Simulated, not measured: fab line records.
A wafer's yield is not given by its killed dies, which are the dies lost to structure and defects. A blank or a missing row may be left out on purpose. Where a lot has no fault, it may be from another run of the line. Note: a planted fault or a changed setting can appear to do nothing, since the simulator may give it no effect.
Matching of chambers	flow n5 finfet	4 sister chambers for N5_HKMG_FIN_ALD_91 on ald metal-01
The step deposits TiN, target thk 1 nm, pulse time 1 s, purge time 3 s. 20 wafers are shown with their chamber, then 10 later ones without.

EACH WAFER AND ITS CHAMBER
wafer	chamber	heater power outer w (W)	heater power w (W)	susceptor temp C (C)
L074.4	3	504	871	400.09
L074.5	0	502	839	400.08
L074.6	3	515	899	399.81
L077.2	1	491	821	399.78
L077.4	3	501	903	399.63
L077.5	3	510	910	399.70
L079.2	3	511	894	400.48
L079.3	2	573	936	400.52
L079.5	1	500	818	399.78
L080.1	2	573	977	399.76
L080.5	3	511	897	399.72
L080.6	2	566	971	400.00
L081.2	3	512	873	400.34
L081.3	1	500	782	399.72
L081.5	1	499	795	399.93
L082.1	2	569	980	399.71
L082.4	3	517	929	400.14
L082.6	3	519	915	400.08
L087.3	1	497	793	399.70
L087.4	2	564	974	400.04

SIGNATURES (averages over the wafers above)
reading	chamber 0	chamber 1	chamber 2	chamber 3	scatter within a chamber
heater power outer w	502.00	497.40	569.00	511.11	4.94
heater power w	839.00	801.80	967.60	899.00	18.1
susceptor temp C	400.0800	399.7820	400.0060	399.9989	0.27
Rule: a wafer's distance from a chamber is the root of the sum, over the readings, of the square of ((its reading less the chamber's mean) divided by the reading's scatter). The wafer belongs to the nearest chamber; if the next one is less than 2 further off, it can't be placed. The scatter: the root of (the sum of the squares of (reading less its chamber's mean) over the shown wafers, divided by (wafers less chambers)).

WAFERS WITHOUT THEIR CHAMBER
wafer	heater power outer w (W)	heater power w (W)	susceptor temp C (C)
L087.6	485	843	399.99
L090.3	521	889	399.93
L090.5	530	913	399.76
L090.6	570	961	399.84
L094.1	497	847	399.84
L094.2	567	957	399.96
L094.6	491	813	399.63
L097.1	509	892	400.42
L097.3	497	808	400.02
L097.5	492	838	400.11

CHAMBER TAKEN BY EACH
wafer	from the rows above	in truth
L087.6	can't be placed: 0 or 1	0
L090.3	3	3
L090.5	3	3
L090.6	2	2
L094.1	can't be placed: 0 or 1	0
L094.2	2	2
L094.6	can't be placed: 1 or 0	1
L097.1	can't be placed: 3 or 0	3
L097.3	can't be placed: 1 or 0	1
L097.5	can't be placed: 0 or 1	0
Placed correctly: 4 of 10. These rows do not allow placing 6 (true chamber among the candidates in 6). Wrongly placed: 0.
